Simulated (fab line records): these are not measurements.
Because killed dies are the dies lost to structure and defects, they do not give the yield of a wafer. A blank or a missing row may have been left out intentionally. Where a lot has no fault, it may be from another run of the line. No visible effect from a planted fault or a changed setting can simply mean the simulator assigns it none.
Comparing a struck lot with a sound one || flow nandHarc || 15 out of 1159 route steps
Sound: the wafers L915.1, L915.3, L915.4. Struck: wafer L922.3. (L922.2, L922.5 of the same lot were not struck and are left out.) The cause comes at the end.
Order at every step that has rows: each side's tool, ch and its chambers, its first start. Under that, the readings that differ: sound wafers || struck wafers || difference of the means || sigmas: that difference in standard deviations of wafers without a fault.
alike: words and numbers the same on both sides, and readings whose means are apart by under 2 such deviations; not compared: readings that were withheld, readings missing a value for some wafer, numbers with overlapping values and no deviation given by the record, and bounds like >300 which may hide the same value.
The two part at a step that has a row with sigmas, a row that says differs or no value, or rows on one side only. Non-overlapping numbers with no deviation appear without sigmas and do not part them. Lack of a reading on every wafer of one side parts them only where that side has two or more wafers.

first, 8 steps without rows for these wafers: NHARC_P_CONTACT_COAT_33 (time 75 s); NHARC_P_CONTACT_COAT_34 (time 65 s); NHARC_P_CONTACT_COAT_06 (resist thk 90 nm); NHARC_P_CONTACT_SOFTBAKE_07 (time 55 s); NHARC_P_CONTACT_EBR_08; NHARC_P_CONTACT_EXPOSE_09 (exposes mask P CA, target cd 90 nm); NHARC_P_CONTACT_PEB_10 (peb time 65 s); NHARC_P_CONTACT_DEVELOP_11 (develop time 35 s).
NHARC_P_CONTACT_CD_MEAS_12: the cd target is 90 nm.
  sound on cdSem-03 ch 0, day 7 08:51; struck on cdSem-01 ch 0, day 9 00:20
  alike: cdNm
NHARC_P_CONTACT_OVL_MEAS_13:
  sound: overlay-01 at day 7 08:57; struck: overlay-01 at day 9 00:25
{"reading": "overlayXNm (nm)", "sound": "0.7 0.0 -0.1", "struck": -2.1, "difference": -2.3, "sigmas": -2}
  alike: overlayYNm
NHARC_P_CONTACT_INSPECT_14:
  sound: defectInspect-01 at day 7 08:59; struck: defectInspect-02 at day 9 00:27
  alike: rawDefectCount
NHARC_P_CONTACT_DESCUM_17: chemistry O2, time 3 s.
  sound on rieDiel-03 ch 1,2,3, day 7 09:03; struck on rieDiel-03 ch 3, day 9 00:31
{"reading": "rfHoursCounterH (h)", "sound": "10 10 10", "struck": 14, "difference": "+4", "sigmas": ""}
  alike: drypumpMotorCurrentA, oesProductAu, rfVppV, showerheadPlenumPTorr, throttleValvePct
NHARC_P_CONTACT_ETCH_35: etches the open film in CF4, target depth 39 nm, time 65 s.
  sound on rieDiel-03 ch 0,1,2, day 7 09:08; struck on rieDiel-03 ch 0, day 9 00:37
{"reading": "rfHoursCounterH (h)", "sound": "10 11 10", "struck": 15, "difference": "+5", "sigmas": ""}
{"reading": "runLengthS (s)", "sound": "85.9 85.8 85.3", "struck": 71.2, "difference": -14.5, "sigmas": -30}
  alike: drypumpMotorCurrentA, oesProductAu, rfVppV, showerheadPlenumPTorr, throttleValvePct
NHARC_P_CONTACT_ETCH_36: etches the open film in N2/H2, target depth 260 nm, time 406.25 s.
  sound: rieDiel-03 ch 0,1,3; struck: rieDiel-03 ch 1
{"reading": "oesProductAu (a.u.)", "sound": "0.999 0.995 0.992", "struck": 1.011, "difference": "+0.016", "sigmas": "+3"}
{"reading": "rfHoursCounterH (h)", "sound": "11 10 10", "struck": 14, "difference": "+4", "sigmas": ""}
  alike: drypumpMotorCurrentA, h2FlowSccm, rfVppV, runLengthS, showerheadPlenumPTorr, throttleValvePct
-- jump in the record: it breaks off in module P_CONTACT and resumes in module END (first step shown: number 1159 of the route), and 15 days separate the struck wafers' starts before and after --
NHARC_END_SORT_01:
  sound on prober-02 ch 0, day 20 16:32; struck on prober-02 ch 0, day 23 15:07
{"reading": "killedAtPeriphery", "sound": "4 7 7", "struck": 0, "difference": -6, "sigmas": -3}
  alike: killedAtArray, killedAtOther, killedDies, killedOpen, killedShort

## WHERE THEY PART
Earliest at NHARC_P_CONTACT_OVL_MEAS_13; latest, in this record, at NHARC_END_SORT_01.

WHY: whatever the simulator had introduced
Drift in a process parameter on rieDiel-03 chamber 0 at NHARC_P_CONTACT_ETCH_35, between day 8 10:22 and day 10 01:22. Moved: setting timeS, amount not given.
